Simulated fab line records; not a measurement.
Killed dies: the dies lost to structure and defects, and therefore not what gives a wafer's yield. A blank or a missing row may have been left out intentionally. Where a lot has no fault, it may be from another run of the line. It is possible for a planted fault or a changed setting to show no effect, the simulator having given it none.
Lot-split experiment || flow n5Finfet || 7 lots, 21 wafers read, on a route of 1938 steps

== ON THE SPLIT ==
At N5_BEOL_M11_ETCH_62 (etches SOC in N2/H2, target depth 110 nm, overetch 22 nm, time 165 s), the setting timeS was moved away from the recipe's 165 s on 6 of the 21 wafers read, by -17.2% to -5.8%. The other wafers ran this setting at the recipe's value.

The reading comes from the split's own step.

== THE READING ==
SiARC_of_BEOL_M11_COAT_60.thkNm (the simulator's own value, which no gauge read), in nm, at N5_BEOL_M11_ETCH_62 (etches SOC in N2/H2, target depth 110 nm, overetch 22 nm, time 165 s). The file gives no usual value for it. Average 23.5 nm, standard deviation 0.15 nm, over the 15 wafers here run with the recipe.

{"wafer": "L078.4", "tool, chamber at the split": "rieDiel-06, 3", "timeS as run, s": 155.4, "against the recipe": "-5.8%", "SiARC_of_BEOL_M11_COAT_60.thkNm, nm": 23.6, "against lot-mates on the recipe": "+0.4"}
{"wafer": "L078.5", "tool, chamber at the split": "rieDiel-06, 1", "timeS as run, s": 165, "against the recipe": "recipe", "SiARC_of_BEOL_M11_COAT_60.thkNm, nm": 23.2, "against lot-mates on the recipe": "-"}
{"wafer": "L078.6", "tool, chamber at the split": "rieDiel-06, 0", "timeS as run, s": 155.4, "against the recipe": "-5.8%", "SiARC_of_BEOL_M11_COAT_60.thkNm, nm": 23.8, "against lot-mates on the recipe": "+0.6"}
{"wafer": "L080.3", "tool, chamber at the split": "rieDiel-06, 3", "timeS as run, s": 165, "against the recipe": "recipe", "SiARC_of_BEOL_M11_COAT_60.thkNm, nm": 23.4, "against lot-mates on the recipe": "-"}
{"wafer": "L080.4", "tool, chamber at the split": "rieDiel-06, 1", "timeS as run, s": 165, "against the recipe": "recipe", "SiARC_of_BEOL_M11_COAT_60.thkNm, nm": 23.2, "against lot-mates on the recipe": "-"}
{"wafer": "L080.5", "tool, chamber at the split": "rieDiel-06, 0", "timeS as run, s": 165, "against the recipe": "recipe", "SiARC_of_BEOL_M11_COAT_60.thkNm, nm": 23.6, "against lot-mates on the recipe": "-"}
{"wafer": "L081.1", "tool, chamber at the split": "rieDiel-06, 0", "timeS as run, s": 165, "against the recipe": "recipe", "SiARC_of_BEOL_M11_COAT_60.thkNm, nm": 23.6, "against lot-mates on the recipe": "-"}
{"wafer": "L081.2", "tool, chamber at the split": "rieDiel-06, 1", "timeS as run, s": 136.7, "against the recipe": "-17.2%", "SiARC_of_BEOL_M11_COAT_60.thkNm, nm": 24.4, "against lot-mates on the recipe": "+1.0"}
{"wafer": "L081.5", "tool, chamber at the split": "rieDiel-06, 1", "timeS as run, s": 165, "against the recipe": "recipe", "SiARC_of_BEOL_M11_COAT_60.thkNm, nm": 23.2, "against lot-mates on the recipe": "-"}
{"wafer": "L084.1", "tool, chamber at the split": "rieDiel-02, 0", "timeS as run, s": 150.2, "against the recipe": "-9.0%", "SiARC_of_BEOL_M11_COAT_60.thkNm, nm": 24, "against lot-mates on the recipe": "no lot-mate on the recipe"}
{"wafer": "L084.5", "tool, chamber at the split": "rieDiel-02, 0", "timeS as run, s": 150.2, "against the recipe": "-9.0%", "SiARC_of_BEOL_M11_COAT_60.thkNm, nm": 24, "against lot-mates on the recipe": "no lot-mate on the recipe"}
{"wafer": "L084.4", "tool, chamber at the split": "rieDiel-02, 2", "timeS as run, s": 150.2, "against the recipe": "-9.0%", "SiARC_of_BEOL_M11_COAT_60.thkNm, nm": 24.2, "against lot-mates on the recipe": "no lot-mate on the recipe"}
{"wafer": "L093.1", "tool, chamber at the split": "rieDiel-02, 0", "timeS as run, s": 165, "against the recipe": "recipe", "SiARC_of_BEOL_M11_COAT_60.thkNm, nm": 23.6, "against lot-mates on the recipe": "-"}
{"wafer": "L093.3", "tool, chamber at the split": "rieDiel-02, 1", "timeS as run, s": 165, "against the recipe": "recipe", "SiARC_of_BEOL_M11_COAT_60.thkNm, nm": 23.4, "against lot-mates on the recipe": "-"}
{"wafer": "L093.6", "tool, chamber at the split": "rieDiel-02, 1", "timeS as run, s": 165, "against the recipe": "recipe", "SiARC_of_BEOL_M11_COAT_60.thkNm, nm": 23.4, "against lot-mates on the recipe": "-"}
{"wafer": "L096.3", "tool, chamber at the split": "rieDiel-02, 2,3,3", "timeS as run, s": 165, "against the recipe": "recipe", "SiARC_of_BEOL_M11_COAT_60.thkNm, nm": 23.6, "against lot-mates on the recipe": "-"}
{"wafer": "L096.4", "tool, chamber at the split": "rieDiel-02, 2,3,3", "timeS as run, s": 165, "against the recipe": "recipe", "SiARC_of_BEOL_M11_COAT_60.thkNm, nm": 23.6, "against lot-mates on the recipe": "-"}
{"wafer": "L096.5", "tool, chamber at the split": "rieDiel-02, 2,3,3", "timeS as run, s": 165, "against the recipe": "recipe", "SiARC_of_BEOL_M11_COAT_60.thkNm, nm": 23.6, "against lot-mates on the recipe": "-"}
{"wafer": "L097.1", "tool, chamber at the split": "rieDiel-02, 1,0", "timeS as run, s": 165, "against the recipe": "recipe", "SiARC_of_BEOL_M11_COAT_60.thkNm, nm": 23.4, "against lot-mates on the recipe": "-"}
{"wafer": "L097.3", "tool, chamber at the split": "rieDiel-02, 1,0", "timeS as run, s": 165, "against the recipe": "recipe", "SiARC_of_BEOL_M11_COAT_60.thkNm, nm": 23.4, "against lot-mates on the recipe": "-"}
{"wafer": "L097.6", "tool, chamber at the split": "rieDiel-02, 3", "timeS as run, s": 165, "against the recipe": "recipe", "SiARC_of_BEOL_M11_COAT_60.thkNm, nm": 23.6, "against lot-mates on the recipe": "-"}
If several chambers appear in one row, that row covers several wafers at once and the file leaves open which wafer was in which chamber.

FIT RESULTS
A straight line over all 21 wafers: SiARC_of_BEOL_M11_COAT_60.thkNm changes by -0.0591 nm for each +1% of timeS; r = -0.88; the points scatter about the line by 0.15 nm.
The same after taking each lot's own level away (the mean of its wafers on the recipe; 18 wafers): -0.0626 nm for each +1%; r = -0.91; scatter 0.13 nm.
According to that fit, moving timeS by its largest amount changes the reading by 1.1 nm.
Measured against the standard deviation above, the lots' own levels, which go from 23.20 to 23.60 nm, span 2.6 times it.
The two slopes agree, so the slope changes little with the lot-to-lot level.
Check: for one of the wafers moved furthest among these (-17.2%), held out of the fit, the line's prediction against its lot-mates is +1.47 nm. It came out at +1 nm against them.

== ADDITIONAL SPLITS CARRIED BY THESE WAFERS ==
Note: prior to the reading, these wafers also went through further splits. Each is held against what the fit with the lots' levels taken away leaves over:
{"other split on the same wafers": "N5_BEOL_M7_ETCH_41 sourceW", "wafers away from the commonest value": 9, "r with SiARC_of_BEOL_M11_COAT_60.thkNm (lot level and that fit taken away)": "+0.08"}
{"other split on the same wafers": "N5_BEOL_M8_ETCH_66 sourceW", "wafers away from the commonest value": 7, "r with SiARC_of_BEOL_M11_COAT_60.thkNm (lot level and that fit taken away)": -0.12}
{"other split on the same wafers": "N5_BEOL_M8_VIA_ETCH_34 biasW", "wafers away from the commonest value": 8, "r with SiARC_of_BEOL_M11_COAT_60.thkNm (lot level and that fit taken away)": "+0.14"}
{"other split on the same wafers": "N5_BEOL_M8_TRENCH_ETCH_37 timeS", "wafers away from the commonest value": 8, "r with SiARC_of_BEOL_M11_COAT_60.thkNm (lot level and that fit taken away)": "+0.24"}
{"other split on the same wafers": "N5_BEOL_M8_CURE_75 timeS", "wafers away from the commonest value": 4, "r with SiARC_of_BEOL_M11_COAT_60.thkNm (lot level and that fit taken away)": -0.04}
{"other split on the same wafers": "N5_BEOL_M9_TRENCH_ETCH_37 sourceW", "wafers away from the commonest value": 6, "r with SiARC_of_BEOL_M11_COAT_60.thkNm (lot level and that fit taken away)": "+0.01"}

== THE FILE'S OWN FIT ==
SiARC_of_BEOL_M11_COAT_60.thkNm changes by -0.0612 nm for each +1% of timeS, r = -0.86.
